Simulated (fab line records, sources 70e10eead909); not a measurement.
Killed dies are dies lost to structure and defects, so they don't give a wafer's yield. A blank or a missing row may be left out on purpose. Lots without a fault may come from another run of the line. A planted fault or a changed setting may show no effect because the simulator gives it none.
fab line records | flow nand_harc
record lots=7 wafers=19 last_day=33
route steps=1302 shown A_CHANNEL_FILL_D1@507 A_DECK1_JOINT@518 END@1302
lots that met no fault: from a run of the same line without faults
start_h: hours from the record's first day to the start of the lot's first wafer shown | wait_h: hours since the lot's step before | " the same as in the row above | L1.1+2: a row that stands for several wafers | - no value, or no start given | * or withheld: withheld | < > ~ a bound
route shown NAME@n: a module of which the file shows steps, and the number in the route of the first | usual: mean/standard deviation of fault-free wafers | same: alike in all rows | chamber/n: place in a boat | sites: the reading at each site | _std_site: their standard deviation | _edge_site: outer sites' mean less inner sites' | radius_mm: how far each site lies from the wafer's centre | mask NAME#n: copy n | behind: the tool/chamber that last shaped the wafer | hold: why the lot was held/for how many hours/how that ended | device: the transistor (n, p or np) that didn't switch | end of line: the same wafers' tests at the end of the route | a step without rows: its recipe alone | killed: dies lost to structure and defects at the first sort, not the wafer's yield | map: a wafer's dies, x killed, . not, _ none there
set.NAME: the setting as run; set.NAME@STEP: as run at that earlier step | model.NAME: the simulator's own value behind a step, which no gauge read
lots at some steps of the route; a table a step, a row a wafer
services: from which hour (start_h, from the record's first day; less than 0 if before it) a tool's chamber was out of use, for how many hours, and why
## steps
# step NHARC_A_CHANNEL_FILL_D1_ALD_25
# recipe target_thk_a=600 pulse_time_s=10 ald_cycles=600 temp_c=300 material=SiOx
# usual heater_power_w=482/39 precursor_pulse_height_rel=0.999/0.02
# columns lot.wafer tool chamber start_h wait_h heater_power_w precursor_pulse_height_rel since_wet_clean_h
L955.4 ald_hk-01 3 236.96 1.3 503 1.001 107
L955.5 " 1 238.17 2.5 437 0.982 -
L955.6 " 2 " " 476 1.014 -
L958.4 ald_hk-01 2 263.10 0.1 487 1.030 133
L958.2 " 3 " " 498 1.005 134
L958.6 " 2 265.60 2.6 488 1.016 -
L960.3 ald_hk-04 1 285.62 1.9 423 1.002 23
L960.6 " 2 " " 475 0.990 -
L961.1 ald_hk-02 1 304.14 1.9 427 0.960 122
L961.5 " 2 " " 504 1.019 -
L967.3 ald_hk-04 2 361.72 0.8 482 1.014 99
L967.2 " 0 362.96 2.1 486 0.983 100
L967.5 " 2 364.21 3.3 476 1.025 -
L973.2 ald_hk-02 2 409.70 0.7 473 0.994 49
L973.3 " 3 " " 457 1.052 50
L973.4 " 0 " " 573 0.980 50
L976.3 ald_hk-01 3 450.94 0.1 497 0.986 143
L976.1 " 1 453.41 2.5 451 0.989 145
L976.5 " 0 457.12 6.2 516 0.999 -
# step NHARC_A_CHANNEL_FILL_D1_ETCHBACK_08
# recipe target_depth_a=2200 time_s=110 c4f8_flow_sccm=20 ar_flow_sccm=withheld rf_w=600 bias_w=300 chemistry=C4F8
# usual oes_product_au=0.96/0.038 rf_vpp_V=440.2/2.4 run_length_s=131.1/0.38
# same time_s=110
# columns lot.wafer tool chamber start_h wait_h oes_product_au rf_hours_counter_h rf_vpp_V run_length_s
L955.4 rie_diel-09 2 - - 1.01 - 438.7 130.9
L955.5 " 2 " " 0.99 - 438.0 131.1
L955.6 " 1 " " 1.01 - 438.7 130.3
L958.4 rie_diel-08 2 - - 0.93 5 440.9 131.2
L958.2 " 3 " " 0.94 5 439.8 131.1
L958.6 " 3 " " 0.93 - 438.2 131.3
L960.3 rie_diel-09 2 - - 1.00 7 439.5 131.4
L960.6 " 2 " " 1.00 - 438.8 131.0
L961.1 rie_diel-12 0 - - 0.92 1 443.5 131.8
L961.5 " 0 " " 0.93 - 441.8 131.4
L967.3 rie_diel-08 1 - - 0.93 12 436.6 131.3
L967.2 " 2 " " 0.92 12 441.2 130.5
L967.5 " 1 " " 0.93 - 437.0 131.1
L973.2 rie_diel-09 2 - - 0.91 4 438.3 131.3
L973.3 " 3 " " 0.91 4 437.5 130.8
L973.4 " 1 " " 0.90 4 439.4 130.3
L976.3 rie_diel-12 0 - - 1.01 0 443.4 131.7
L976.1 " 2 " " 1.01 0 442.3 131.4
L976.5 " 0 " " 1.01 - 443.1 132.0
# step NHARC_A_CHANNEL_FILL_D1_STRIP_29
# recipe time_s=20 o2_flow_sccm=500 ar_flow_sccm=0 bias_w=0 chemistry=O2
# usual drypump_motor_current_A=5.7/0.4 oes_product_au=1.001/0.0079 rf_vpp_V=57.7/0.9 showerhead_plenum_p_Torr=3.50/0.12 throttle_valve_pct=17.036/0.0088
# same bias_w=0 time_s=20
# columns lot.wafer tool chamber start_h wait_h drypump_motor_current_A oes_product_au rf_hours_counter_h rf_vpp_V showerhead_plenum_p_Torr throttle_valve_pct
L955.4 rie_diel-09 1 241.50 0.2 5.8 0.992 - 57.8 3.43 17.056
L955.5 " 1 " " 5.8 0.995 - 58.9 3.43 17.034
L955.6 " 2 " " 5.2 0.993 - 56.8 3.42 17.034
L958.4 rie_diel-08 0 - - 5.1 1.006 5 58.7 3.58 17.033
L958.2 " 1 " " 5.7 0.995 4 57.1 3.30 17.039
L958.6 " 3 " " 5.6 1.007 - 57.5 3.46 17.041
L960.3 rie_diel-09 2 - - 5.2 0.998 7 55.4 3.42 17.043
L960.6 " 3 " " 6.5 0.999 - 57.7 3.32 17.023
L961.1 rie_diel-12 1 - - 6.1 0.993 1 56.5 3.58 17.021
L961.5 " 1 " " 6.0 1.010 - 59.8 3.58 17.031
L967.3 rie_diel-08 1 - - 5.7 1.003 12 56.8 3.30 17.038
L967.2 " 3 " " 5.6 1.000 13 57.4 3.46 17.047
L967.5 " 1 " " 5.7 1.008 - 56.8 3.30 17.041
L973.3 rie_diel-09 0 - - 6.5 0.993 4 58.5 3.64 17.024
L973.2 " 2 " " 5.2 0.989 4 57.7 3.41 17.033
L973.4 " 3 " " 6.5 0.981 4 57.6 3.32 17.051
L976.3 rie_diel-12 0 - - 5.3 1.020 0 59.4 3.65 17.031
L976.1 " 2 " " 5.4 1.012 0 59.6 3.62 17.021
L976.5 " 1 " " 6.1 1.000 - 59.2 3.57 17.025
# step NHARC_A_CHANNEL_FILL_D1_PRECLEAN_30
# recipe time_s=30 chemistry=dHF
# step NHARC_A_CHANNEL_FILL_D1_SRD_31
# step NHARC_A_CHANNEL_FILL_D1_CVD_09
# recipe target_thk_a=1500 temp_c=620 pressure_mtorr=200 time_s=3000 material=poly-Si
# step NHARC_A_CHANNEL_FILL_D1_CMP_10
# recipe target_thk_nm=150
# usual motor_current_A=12.0/0.96 time_to_endpoint_s=15.3/1.7
# columns lot.wafer tool chamber start_h wait_h motor_current_A time_to_endpoint_s
L955.4 cmp-01 1 247.10 0.4 11.9 16.4
L955.6 " 1 " " 11.9 16.6
L955.5 " 2 " " 11.8 13.6
L958.4 cmp-01 3 274.52 0.4 11.5 15.8
L958.2 " 2 " " 11.1 12.7
L958.6 " 0 " " 11.8 13.3
L960.3 cmp-04 2 295.19 0.4 13.6 14.4
L960.6 " 1 " " 10.2 12.7
L961.1 cmp-03 0 313.56 0.4 11.6 15.5
L961.5 " 1 " " 13.1 15.1
L967.2 cmp-01 3 373.28 0.4 11.7 14.4
L967.3 " 0 " " 11.3 14.4
L967.5 " 2 " " 11.6 15.7
L973.4 cmp-04 3 420.51 0.4 12.5 14.4
L973.3 " 0 " " 9.9 14.1
L973.2 " 2 " " 13.6 12.4
L976.3 cmp-04 0 466.15 0.4 9.9 17.8
L976.1 " 1 " " 11.3 15.4
L976.5 " 3 " " 12.2 16.1
# step NHARC_A_CHANNEL_FILL_D1_SRD_12
# step NHARC_A_CHANNEL_FILL_D1_INSPECT_13
# usual raw_defect_count=300/120
# columns lot.wafer tool chamber start_h wait_h raw_defect_count
L955.4 defect_inspect-02 - 247.51 0.0 180
L955.5 " - " " 503
L955.6 " - " " 123
L958.2 defect_inspect-02 - 274.93 0.0 169
L958.4 " - " " 266
L958.6 " - " " 220
L960.3 defect_inspect-02 - 295.56 0.0 361
L960.6 " - " " 301
L961.1 defect_inspect-01 - 313.97 0.0 299
L961.5 " - " " 180
L967.2 defect_inspect-02 - 373.64 0.0 273
L967.3 " - " " 276
L967.5 " - " " 315
L973.2 defect_inspect-02 - 420.92 0.0 248
L973.3 " - " " 372
L973.4 " - " " 220
L976.1 defect_inspect-02 - 466.52 0.0 282
L976.3 " - " " 240
L976.5 " - " " 312
# step NHARC_A_DECK1_JOINT_ETCHBACK_07
# recipe target_depth_a=1050 time_s=26.9 hbr_flow_sccm=150 rf_w=350 icp_w=350 bias_w=60 chemistry=HBr
# usual bias_w=60.00/0.17 drypump_motor_current_A=5.7/0.36 oes_product_au=0.999/0.0085 run_length_s=48.2/0.47 throttle_valve_pct=23.265/0.0094
# columns lot.wafer tool chamber start_h wait_h bias_w drypump_motor_current_A oes_product_au rf_hours_counter_h run_length_s throttle_valve_pct
L955.4 rie_si-01 2 247.60 0.1 60.05 5.4 0.996 0.2 47.5 23.250
L955.5 " 3 " " 59.86 5.5 1.006 - 48.0 23.280
L955.6 " 0 " " 60.01 5.7 1.011 - 48.5 23.261
L958.4 rie_si-01 0 274.99 0.1 59.91 5.7 1.001 0.6 48.2 23.264
L958.2 " 3 " " 59.96 5.5 1.002 0.5 48.2 23.250
L958.6 " 1 " " - 5.9 1.003 - 38.9 23.266
L960.3 rie_si-01 3 295.65 0.1 60.01 5.5 1.000 0.6 48.5 23.267
L960.6 " 0 " " - 5.7 0.998 - 39.9 23.265
L961.1 rie_si-01 2 314.05 0.1 60.37 5.3 0.996 0.6 47.6 23.264
L961.5 " 1 " " - 5.9 0.999 - 39.5 23.265
L967.2 rie_si-06 0 373.71 0.1 59.92 5.8 0.992 0.6 49.0 23.271
L967.3 " 2 " " 60.20 5.3 0.994 0.8 49.4 23.264
L967.5 " 3 " " 60.09 6.3 0.997 - 47.6 23.265
L973.2 rie_si-05 2 420.98 0.1 59.90 5.1 0.992 0.6 48.0 23.259
L973.4 " 0 " " 59.91 6.1 0.996 0.8 47.9 23.281
L973.3 " 1 " " 59.68 6.3 1.003 0.8 48.2 23.263
L976.3 rie_si-01 0 466.58 0.1 59.95 5.7 1.002 0.4 48.4 23.255
L976.1 " 2 " " 60.21 5.3 0.999 0.6 47.7 23.277
L976.5 " 1 " " 60.09 5.9 1.003 - 48.1 23.275
# step NHARC_A_DECK1_JOINT_ETCH_25
# recipe target_depth_a=5 chemistry=dHF material=SiO2
# step NHARC_END_SORT_01
# recipe temp_c=25
# usual killed_at_array=50/14 killed_at_other=0.9/1 killed_at_periphery=3.9/2.5 killed_dies=55/15 killed_open=3.5/1.9 killed_short=2.5/1.7
# same gross_dies=677
# columns lot.wafer tool chamber start_h wait_h killed_at_array killed_at_other killed_at_periphery killed_dies killed_open killed_short
L958.2 prober-02 0 593.33 2.8 47 0 6 53 7 4
L958.4 prober-02 0 594.94 3.4 38 0 4 42 2 3
L958.6 prober-02 0 596.56 4.0 46 0 2 48 3 2
L976.1 prober-02 0 797.98 2.5 75 1 2 78 5 1
L976.3 prober-02 0 799.57 3.1 68 0 3 71 3 3
L976.5 prober-02 0 801.16 3.7 50 0 0 50 2 1
# killed by level:class
L958.2 A_CHANNEL_HOLE_D2:chamber_film_flake=28 A_CHANNEL_HOLE_D1:chamber_film_flake=4 P_STI:chamber_film_flake=3 A_CONTACT:chamber_film_flake=3 P_M0:geometric_particle:short=1 P_M1:geometric_particle:open=1 A_SOURCE_PLATE:geometric_particle:short=1 A_ONON_D1:geometric_particle:open=1
L958.4 A_CHANNEL_HOLE_D2:chamber_film_flake=33 P_CONTACT:geometric_particle:short=1 P_M1:geometric_particle:short=1 A_ONON_D1:geometric_particle:short=1 A_DECK1_JOINT:geometric_particle:open=1 A_BLC:geometric_particle:open=1 P_STI:chamber_film_flake=1 P_GATE:chamber_film_flake=1
L958.6 A_CHANNEL_HOLE_D2:chamber_film_flake=33 P_STI:chamber_film_flake=2 A_CHANNEL_HOLE_D1:chamber_film_flake=2 A_CONTACT:chamber_film_flake=2 A_ONON_D1:geometric_particle:short=1 A_ONON_D2:geometric_particle:short=1 A_CHANNEL_HOLE_D2:geometric_particle:open=1 A_WL_FILL:geometric_particle:open=1
L976.1 A_CHANNEL_HOLE_D2:chamber_film_flake=30 A_SLIT:chamber_film_flake=29 A_CONTACT:chamber_film_flake=6 A_CHANNEL_FILL_D1:geometric_particle:open=2 A_M0:geometric_particle:open=2 A_ONON_D2:geometric_particle:open=1 A_WL_FILL:geometric_particle:short=1 P_ZERO_WELL:chamber_film_flake=1
L976.3 A_SLIT:chamber_film_flake=29 A_CHANNEL_HOLE_D2:chamber_film_flake=28 A_CONTACT:chamber_film_flake=4 A_STAIRCASE:chamber_film_flake=2 P_M0:geometric_particle:open=1 A_SOURCE_PLATE:geometric_particle:short=1 A_ONON_D1:geometric_particle:short=1 A_DECK1_JOINT:geometric_particle:short=1
L976.5 A_CHANNEL_HOLE_D2:chamber_film_flake=23 A_SLIT:chamber_film_flake=20 A_STAIRCASE:chamber_film_flake=2 A_CHANNEL_FILL_D1:geometric_particle:open=1 A_WL_FILL:geometric_particle:short=1 A_WL_FILL:geometric_particle:open=1 A_CHANNEL_HOLE_D1:chamber_film_flake=1 A_CONTACT:chamber_film_flake=1
## services
# columns tool chamber start_h hours kind
rie_si-01 1 225.29 14.7 repair
rie_diel-09 3 233.93 11.8 repair
rie_diel-09 0 236.61 15.8 repair
rie_diel-12 - 268.46 9.0 pm
rie_si-01 1 270.19 1.1 repair
rie_diel-09 - 271.89 1.1 repair
cmp-04 - 273.12 8.9 repair
cmp-01 - 283.50 4.0 pm
cmp-04 - 298.91 2.1 repair
ald_hk-01 - 299.13 10.0 pm
cmp-04 - 308.20 4.0 pm
rie_diel-09 - 320.10 9.0 pm
cmp-01 - 338.28 4.4 repair
rie_si-01 3 345.03 4.1 repair
rie_diel-12 3 366.14 3.0 repair
rie_diel-08 - 367.80 9.0 pm
rie_si-01 - 370.00 9.0 pm
rie_diel-09 0 376.89 4.5 repair
cmp-01 - 381.50 4.0 pm
rie_diel-12 - 386.25 0.9 repair
cmp-01 - 397.77 1.0 repair
rie_si-01 0 403.46 7.9 repair
rie_diel-09 - 415.04 44.1 repair
rie_diel-12 - 445.46 9.0 pm
## key
first_sign step=NHARC_A_DECK1_JOINT_ETCHBACK_07 reading=run_length_s direction=down sigmas=19 usual=* struck=*
effect none on later readings
met_at NHARC_A_DECK1_JOINT_ETCHBACK_07
struck_wafers L958.6,L960.6,L961.5
tester_left_out L958,L960,L961
onset_between 247.60 274.99
fault kind=process_parameter_drift tool=rie_si-01 chamber=- onset_h=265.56 steps=NHARC_A_DECK1_JOINT_ETCHBACK_07 channel=time_s offset=* shape=step end_h=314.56 scope=struck_wafers_only acts_in=* stated=*
# tester_left_out: of these lots the tester's yield and bins aren't shown, on N5 and GAA mostly nor the transistor test; their killed dies are dies lost to structure and defects alone, not to doping, threshold or leakage, so they don't give the yield
